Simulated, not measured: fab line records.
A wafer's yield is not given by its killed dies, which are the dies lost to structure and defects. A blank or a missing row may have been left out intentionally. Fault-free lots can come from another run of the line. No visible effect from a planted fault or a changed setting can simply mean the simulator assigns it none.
Chamber matching || flow n5_finfet || N5_BEOL_M6_PECVD_70 on pecvd-03 has 3 sister chambers
The step deposits SiO2 from TEOS/O2, target thk 20 nm, time 22.7 s. 3 wafers are shown with their chamber, then 8 later ones without.

== WAFERS WITH THEIR CHAMBER ==
{"wafer": "L083.3", "chamber": 2, "showerhead_plenum_p_Torr (Torr)": 8.76}
{"wafer": "L090.6", "chamber": 1, "showerhead_plenum_p_Torr (Torr)": 8.97}
{"wafer": "L094.2", "chamber": 0, "showerhead_plenum_p_Torr (Torr)": 8.76}

== WAFERS WITH NO CHAMBER GIVEN ==
{"wafer": "L094.4", "showerhead_plenum_p_Torr (Torr)": 8.97}
{"wafer": "L094.6", "showerhead_plenum_p_Torr (Torr)": 8.78}
{"wafer": "L095.1", "showerhead_plenum_p_Torr (Torr)": 8.98}
{"wafer": "L095.4", "showerhead_plenum_p_Torr (Torr)": 8.78}
{"wafer": "L095.5", "showerhead_plenum_p_Torr (Torr)": 8.94}
{"wafer": "L097.4", "showerhead_plenum_p_Torr (Torr)": 8.74}
{"wafer": "L097.5", "showerhead_plenum_p_Torr (Torr)": 8.95}
{"wafer": "L097.6", "showerhead_plenum_p_Torr (Torr)": 8.75}

== THE CHAMBER EACH PASSED THROUGH ==
{"wafer": "L094.4", "from the rows above": 1, "in truth": 1}
{"wafer": "L094.6", "from the rows above": "can't be placed: 0 or 2", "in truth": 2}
{"wafer": "L095.1", "from the rows above": 1, "in truth": 1}
{"wafer": "L095.4", "from the rows above": "can't be placed: 0 or 2", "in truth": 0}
{"wafer": "L095.5", "from the rows above": 1, "in truth": 1}
{"wafer": "L097.4", "from the rows above": "can't be placed: 0 or 2", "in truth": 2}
{"wafer": "L097.5", "from the rows above": 1, "in truth": 1}
{"wafer": "L097.6", "from the rows above": "can't be placed: 0 or 2", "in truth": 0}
Correct placement for 4 of the 8. Not placeable from these rows: 4 (in 4, the candidates include the true chamber). 0 placed wrongly.
How it was worked out, from the rows above alone: a wafer's distance from a chamber is the root of the sum, over the readings, of the square of ((its reading less the chamber's mean) divided by the reading's scatter). The wafer belongs to the nearest chamber; if the next one is less than 2 further off, it can't be placed. For every chamber, the mean is computed from those of its wafers that are shown. The scatter: with one shown wafer a chamber, the root of the mean of the squares of how far each hidden wafer lies from its nearest shown one.
